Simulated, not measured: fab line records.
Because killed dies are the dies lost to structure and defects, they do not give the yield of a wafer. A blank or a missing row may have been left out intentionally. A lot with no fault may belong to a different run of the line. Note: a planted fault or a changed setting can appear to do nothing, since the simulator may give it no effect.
Matching of chambers    flow nand_harc    NHARC_A_BLC_ETCH_16 on rie_diel-06 has 4 sister chambers
The step etches the open film in CF4, target depth 39 nm, time 65 s. 8 wafers are shown with their chamber, then 7 later ones without.

WAFERS WITH THEIR CHAMBER
wafer   chamber  showerhead_plenum_p_Torr (Torr)  drypump_motor_current_A (A)
L344.4  0        1.71                             5.0
L355.1  0        1.71                             5.0
L355.2  2        1.87                             5.8
L362.2  3        1.77                             5.4
L362.5  2        1.86                             5.8
L362.6  1        1.79                             5.5
L365.4  1        1.79                             5.4
L365.5  3        1.77                             5.4

WAFERS WITHOUT THEIR CHAMBER
wafer   showerhead_plenum_p_Torr (Torr)  drypump_motor_current_A (A)
L365.6  1.86                             5.8
L366.1  1.86                             5.8
L366.4  1.77                             5.4
L366.6  1.86                             5.8
L364.1  1.77                             5.4
L364.2  1.71                             5.0
L364.5  1.77                             5.4

WHICH CHAMBER EACH WENT THROUGH
wafer   from the rows above  in truth
L365.6  2                    2
L366.1  2                    2
L366.4  3                    3
L366.6  2                    2
L364.1  3                    3
L364.2  0                    0
L364.5  3                    3
Correct placement for 7 of the 7. From these rows, 0 cannot be placed. 0 placed wrongly.
How it was worked out, from the rows above alone: a wafer's distance from a chamber is the root of the sum, over the readings, of the square of ((its reading less the chamber's mean) divided by the reading's scatter). The wafer belongs to the nearest chamber; if the next one is less than 2 further off, it can't be placed. The mean given for a chamber averages the wafers shown for that chamber. The scatter: take each reading less its chamber's mean, square it, sum over the shown wafers, divide by the number of wafers less the number of chambers, and take the root.
